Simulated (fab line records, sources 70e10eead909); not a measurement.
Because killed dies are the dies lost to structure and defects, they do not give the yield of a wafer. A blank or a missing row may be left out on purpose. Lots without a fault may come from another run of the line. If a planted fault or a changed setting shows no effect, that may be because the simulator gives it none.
fab line records	flow nand-harc
record lots=15	wafers=45	last-day=23
route steps=1159 shown P_ZERO_WELL@56 P_STI@96 P_GATE@202
lots that met no fault: from a run of the same line without faults
start-h: the number of hours between the record's first day and the start of the first shown wafer of the lot	wait-h: hours since the lot's step before	" identical to the entry in the row above	L1.1+2: a single row standing in for several wafers	- no value, or no start given	* or withheld: withheld	< > ~ a bound
route shown NAME@n: NAME is a module with steps in the file, n the number in the route of the first one	usual: mean/standard deviation taken from wafers without a fault	same: alike in all rows	chamber/n: place in a boat	sites: readings site by site	_std_site: their standard deviation	_edge_site: outer sites' mean less inner sites'	radius-mm: how far each site lies from the wafer's centre	mask NAME#n: copy n	behind: the most recent tool/chamber to have shaped the wafer	hold: cause of the lot's hold/its duration in hours/its outcome	device: the n, p or np transistor that did not switch	end of line: tests run on the same wafers once the route is complete	a step given without rows: its recipe and nothing more	killed: the dies lost at the first sort to structure and to defects; this is not the yield of the wafer	map: shows each die of a wafer: x if killed, . if not, _ if none is there
set.NAME: setting as actually run; set.NAME@STEP: the setting as run at that earlier step	model.NAME: the simulator's own value behind a step, which no gauge read
the route's steps for a sample of lots (tables are steps, rows are wafers)
services: a tool's chamber out of use, with start hour (start-h, from the record's first day; less than 0 if before it), hours out, and reason
## steps
# step NHARC_P_ZERO_WELL_EXPOSE_49
# recipe na=0.6	target-cd-nm=2000	dose-mj=22.64	mask-id=P_HVPW
# usual exposure-dose-mJ-cm2=22.641/0.021	focus-offset-nm=0.0/0.54
lot.wafer	tool	chamber	start-h	wait-h	mask	exposure-dose-mJ-cm2	focus-offset-nm
L912.2	krf-scanner-01	0	23.53	-	P_HVPW#0	22.647	1.0
L912.3	"	0	"	"	P_HVPW#0	22.615	0.5
L912.4	"	0	"	"	P_HVPW#0	22.653	0.6
L913.1	krf-scanner-03	0	30.00	-	P_HVPW#0	22.605	-0.8
L913.2	"	0	"	"	P_HVPW#0	22.607	0.0
L913.6	"	0	"	"	P_HVPW#0	22.633	-0.3
L915.3	krf-scanner-01	0	41.46	-	P_HVPW#0	22.653	0.5
L915.5	"	0	"	"	P_HVPW#0	22.626	-0.1
L915.6	"	0	"	"	P_HVPW#0	22.604	0.5
L918.2	krf-scanner-01	0	59.60	-	P_HVPW#0	22.634	0.2
L918.4	"	0	"	"	P_HVPW#0	22.648	-0.9
L918.5	"	0	"	"	P_HVPW#0	22.638	-0.6
L919.2	krf-scanner-03	0	65.88	-	P_HVPW#0	22.668	-0.2
L919.5	"	0	"	"	P_HVPW#0	22.684	-0.3
L919.6	"	0	"	"	P_HVPW#0	22.699	-0.4
L920.2	krf-scanner-03	0	71.59	-	P_HVPW#0	22.656	-0.2
L920.3	"	0	"	"	P_HVPW#0	22.629	0.2
L920.4	"	0	"	"	P_HVPW#0	22.644	-0.2
L921.1	krf-scanner-03	-	77.45	-	P_HVPW#0	-	-
L921.2	"	-	"	"	P_HVPW#0	-	-
L921.4	"	-	"	"	P_HVPW#0	-	-
L922.1	krf-scanner-01	-	83.60	-	P_HVPW#0	-	-
L922.2	"	-	"	"	P_HVPW#0	-	-
L922.3	"	-	"	"	P_HVPW#0	-	-
L923.1	krf-scanner-01	-	89.43	-	P_HVPW#0	-	-
L923.3	"	-	"	"	P_HVPW#0	-	-
L923.6	"	-	"	"	P_HVPW#0	-	-
L924.1	krf-scanner-01	0	95.57	-	P_HVPW#0	22.647	0.0
L924.4	"	0	"	"	P_HVPW#0	22.622	0.3
L924.6	"	0	"	"	P_HVPW#0	22.639	0.9
L925.1	krf-scanner-01	0	101.60	-	P_HVPW#0	22.670	0.1
L925.2	"	0	"	"	P_HVPW#0	22.642	0.8
L925.4	"	0	"	"	P_HVPW#0	22.637	0.0
L926.2	krf-scanner-03	0	108.09	-	P_HVPW#0	22.641	0.6
L926.3	"	0	"	"	P_HVPW#0	22.664	-0.4
L926.5	"	0	"	"	P_HVPW#0	22.653	-0.1
L931.1	krf-scanner-04	0	137.60	-	P_HVPW#0	22.624	0.5
L931.3	"	0	"	"	P_HVPW#0	22.604	-1.3
L931.5	"	0	"	"	P_HVPW#0	22.662	0.5
L933.3	krf-scanner-03	0	149.47	-	P_HVPW#0	22.656	1.0
L933.4	"	0	"	"	P_HVPW#0	22.667	-0.6
L933.6	"	0	"	"	P_HVPW#0	22.662	-0.7
L934.2	krf-scanner-03	0	155.35	-	P_HVPW#0	22.681	0.0
L934.4	"	0	"	"	P_HVPW#0	22.648	-0.1
L934.5	"	0	"	"	P_HVPW#0	22.662	-0.2
# step NHARC_P_ZERO_WELL_CD_MEAS_52
# recipe target-cd-nm=2000	landing-energy-ev=500
# usual cd-nm=2001.6/2.5
lot.wafer	tool	chamber	start-h	wait-h	cd-nm
L912.2	cd-sem-02	0	23.68	-	2002.3
L912.3	"	0	"	"	2001.2
L912.4	"	0	"	"	2004.4
L913.1	cd-sem-02	0	30.16	-	2004.7
L913.2	"	0	"	"	2000.7
L913.6	"	0	"	"	1999.0
L915.3	cd-sem-03	0	41.61	-	2000.7
L915.5	"	0	"	"	2002.6
L915.6	"	0	"	"	1998.7
L918.2	cd-sem-01	0	59.76	-	2005.5
L918.4	"	0	"	"	2004.3
L918.5	"	0	"	"	2003.5
L919.2	cd-sem-02	0	66.04	-	2001.4
L919.5	"	0	"	"	2000.1
L919.6	"	0	"	"	2004.9
L920.2	cd-sem-01	0	71.74	-	1997.3
L920.3	"	0	"	"	2003.1
L920.4	"	0	"	"	2000.4
L921.1	cd-sem-03	0	77.61	-	-
L921.2	"	0	"	"	-
L921.4	"	0	"	"	-
L922.1	cd-sem-01	0	83.76	-	-
L922.2	"	0	"	"	-
L922.3	"	0	"	"	-
L923.1	cd-sem-03	0	89.58	-	-
L923.3	"	0	"	"	-
L923.6	"	0	"	"	-
L924.1	cd-sem-01	0	95.73	-	2003.6
L924.4	"	0	"	"	2000.2
L924.6	"	0	"	"	2003.7
L925.1	cd-sem-01	0	101.76	-	2000.5
L925.2	"	0	"	"	2002.7
L925.4	"	0	"	"	2004.1
L926.2	cd-sem-02	0	108.25	-	2003.7
L926.3	"	0	"	"	2001.4
L926.5	"	0	"	"	2001.7
L931.1	cd-sem-01	0	137.76	-	1998.9
L931.3	"	0	"	"	1996.2
L931.5	"	0	"	"	2000.0
L933.3	cd-sem-02	0	149.62	-	1998.0
L933.4	"	0	"	"	2001.1
L933.6	"	0	"	"	2001.9
L934.2	cd-sem-02	0	155.50	-	2002.5
L934.4	"	0	"	"	2004.6
L934.5	"	0	"	"	2000.9
# step NHARC_P_STI_OCD_MEAS_43
# usual trench-depth-nm=300/5.9	trench-foot-cd-nm=158/3.1
lot.wafer	tool	chamber	start-h	wait-h	trench-depth-nm	trench-foot-cd-nm
L913.1	ocd-01	-	45.09	-	298	156
L913.2	"	-	"	"	306	156
L913.6	"	-	"	"	301	158
L912.2	ocd-02	-	45.27	-	303	157
L912.3	"	-	"	"	302	160
L912.4	"	-	"	"	307	159
L915.3	ocd-02	-	61.53	-	309	156
L915.5	"	-	"	"	294	161
L915.6	"	-	"	"	298	160
L918.2	ocd-01	-	79.87	-	298	155
L918.4	"	-	"	"	304	154
L918.5	"	-	"	"	304	159
L919.2	ocd-01	-	84.35	-	298	158
L919.5	"	-	"	"	296	161
L919.6	"	-	"	"	305	162
L920.2	ocd-02	-	92.59	-	297	158
L920.3	"	-	"	"	308	158
L920.4	"	-	"	"	296	157
L924.1	ocd-01	-	115.19	-	294	159
L924.4	"	-	"	"	304	156
L924.6	"	-	"	"	297	158
L925.1	ocd-01	-	121.21	-	305	159
L925.2	"	-	"	"	298	161
L925.4	"	-	"	"	297	160
L926.2	ocd-01	-	126.60	-	290	157
L926.3	"	-	"	"	297	157
L926.5	"	-	"	"	289	153
L931.1	ocd-02	-	156.34	-	298	154
L931.3	"	-	"	"	297	155
L931.5	"	-	"	"	298	158
L933.3	ocd-02	-	169.27	-	296	155
L933.4	"	-	"	"	298	159
L933.6	"	-	"	"	295	156
L934.2	ocd-01	-	174.63	-	289	154
L934.4	"	-	"	"	302	157
L934.5	"	-	"	"	302	152
# step NHARC_P_GATE_DESCUM_93
# recipe time-s=3	o2-flow-sccm=200	ar-flow-sccm=0	bias-power-w=0	chemistry=O2
# usual drypump-motor-current-A=5.71/0.25	oes-product-au=1.002/0.01	rf-vpp-V=57.8/0.82	showerhead-plenum-p-Torr=1.91/0.08	throttle-valve-pct=11.313/0.0094
lot.wafer	tool	chamber	start-h	wait-h	drypump-motor-current-A	oes-product-au	rf-hours-counter-h	rf-vpp-V	showerhead-plenum-p-Torr	throttle-valve-pct
L912.4	rie-diel-11	0	110.60	-	5.42	0.987	33	57.9	2.04	11.302
L912.3	"	1	"	"	5.79	0.996	30	57.1	1.89	11.310
L912.2	"	3	"	"	5.79	0.997	34	59.1	2.01	11.326
L913.1	rie-diel-08	1	111.62	-	5.94	1.009	26	58.0	2.01	11.319
L913.2	"	3	"	"	5.97	1.006	27	57.7	1.88	11.297
L913.6	"	0	"	"	5.59	1.019	-	57.6	1.89	11.325
L915.3	rie-diel-11	1	133.38	-	5.74	0.996	41	58.4	1.89	11.329
L915.6	"	0	"	"	5.44	0.975	-	58.7	2.03	11.310
L915.5	"	1	"	"	5.77	1.001	-	56.8	1.89	11.317
L918.4	rie-diel-08	3	150.96	-	5.97	1.005	3	57.3	1.88	11.308
L918.2	"	0	"	"	5.58	1.007	3	57.4	1.89	11.304
L918.5	"	0	"	"	5.57	1.007	-	57.1	1.89	11.319
L919.2	rie-diel-08	0	151.98	-	5.56	1.002	3	57.9	1.89	11.305
L919.5	"	0	"	"	5.59	1.012	-	57.3	1.89	11.315
L919.6	"	1	"	"	5.91	1.013	-	58.2	2.00	11.312
L920.2	rie-diel-01	0	165.05	-	5.36	0.984	4	57.5	1.96	11.307
L920.3	"	2	"	"	5.84	1.014	6	58.5	2.03	11.321
L920.4	"	3	"	"	6.04	1.003	5	58.3	1.96	11.311
L924.1	rie-diel-01	1	180.64	-	5.88	1.015	11	58.5	1.81	11.294
L924.4	"	2	"	"	5.82	1.013	12	57.7	2.03	11.315
L924.6	"	3	"	"	6.11	1.003	-	57.0	1.96	11.304
L925.4	rie-diel-01	0	187.81	-	5.33	0.983	12	57.8	1.96	11.330
L925.2	"	1	"	"	5.86	1.008	13	56.7	1.81	11.324
L925.1	"	3	"	"	6.08	0.995	15	57.4	1.96	11.306
L926.2	rie-diel-08	1	197.68	-	5.91	1.007	13	57.9	2.00	11.324
L926.3	"	2	"	"	5.35	0.987	13	56.7	1.80	11.303
L926.5	"	2	"	"	5.37	0.996	-	57.1	1.80	11.303
L931.3	rie-diel-08	3	220.02	-	5.95	1.004	17	56.9	1.87	11.306
L931.1	"	1	"	"	5.93	1.000	19	57.3	2.00	11.296
L931.5	"	3	"	"	5.95	0.999	-	58.1	1.87	11.319
L933.3	rie-diel-08	3	231.87	-	5.94	1.005	18	56.8	1.87	11.308
L933.4	"	1	"	"	5.94	0.997	20	57.5	2.00	11.333
L933.6	"	0	"	"	5.57	0.994	-	56.0	1.88	11.309
L934.4	rie-diel-08	3	238.13	-	5.96	1.015	19	57.5	1.87	11.316
L934.2	"	0	"	"	5.58	0.992	17	58.3	1.88	11.317
L934.5	"	1	"	"	5.91	1.016	-	58.5	2.00	11.295
## services
tool	chamber	start-h	hours	kind
rie-diel-01	3	0.05	17.2	repair
rie-diel-08	0	5.80	-	clean
rie-diel-11	-	12.50	9.0	pm
krf-scanner-01	-	16.58	2.8	repair
rie-diel-08	3	23.95	3.3	repair
rie-diel-08	0	31.64	7.2	repair
rie-diel-11	2	58.84	3.0	repair
krf-scanner-04	-	65.01	0.9	repair
rie-diel-01	3	72.10	7.7	repair
krf-scanner-01	-	84.00	4.0	pm
rie-diel-01	0	91.39	3.6	repair
rie-diel-01	-	104.52	1.6	repair
krf-scanner-03	-	117.77	0.5	repair
krf-scanner-04	-	123.42	0.2	repair
rie-diel-08	-	124.80	9.0	pm
rie-diel-01	-	137.88	9.0	pm
krf-scanner-04	-	148.87	4.0	pm
krf-scanner-03	-	168.00	4.0	pm
rie-diel-08	-	182.51	0.4	repair
rie-diel-11	0	188.45	2.9	repair
rie-diel-11	-	189.50	9.0	pm
rie-diel-08	0	211.62	11.0	repair
krf-scanner-01	-	220.35	4.2	repair
krf-scanner-04	-	226.98	9.8	repair
## key
first-sign step=NHARC_P_ZERO_WELL_EXPOSE_49	reading=tool-record	direction=missing
effect none on later readings
met-at NHARC_P_ZERO_WELL_EXPOSE_49
struck-lots L921,L922,L923
later-rows-left-out L921.1,L921.2,L921.4,L922.1,L922.2,L922.3,L923.1,L923.3,L923.6
sort-left-out L921.1,L921.2,L921.4,L922.1,L922.2,L922.3,L923.1,L923.3,L923.6
tester-left-out L921,L922,L923
not-acting-at NHARC_P_ZERO_WELL_CD_MEAS_52,NHARC_P_STI_OCD_MEAS_43,NHARC_P_GATE_DESCUM_93
onset-between 71.59 77.45
fault kind=skipped-step-whole	tool=krf-scanner-01,krf-scanner-03	chamber=-	onset-h=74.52	steps=NHARC_P_ZERO_WELL_EXPOSE_49	scope=struck-lots-only
# tester-left-out: of these lots the tester's yield and bins aren't shown, on N5 and GAA mostly nor the transistor test; their killed dies are dies lost to structure and defects alone, not to doping, threshold or leakage, so they don't give the yield
# sort-left-out: the simulated sort isn't trusted on such a fault, so these wafers' sort isn't shown, and their yield isn't known
# later-rows-left-out: the simulator's readings of these wafers behind a module that went badly wrong aren't trusted and aren't shown, but for the sort
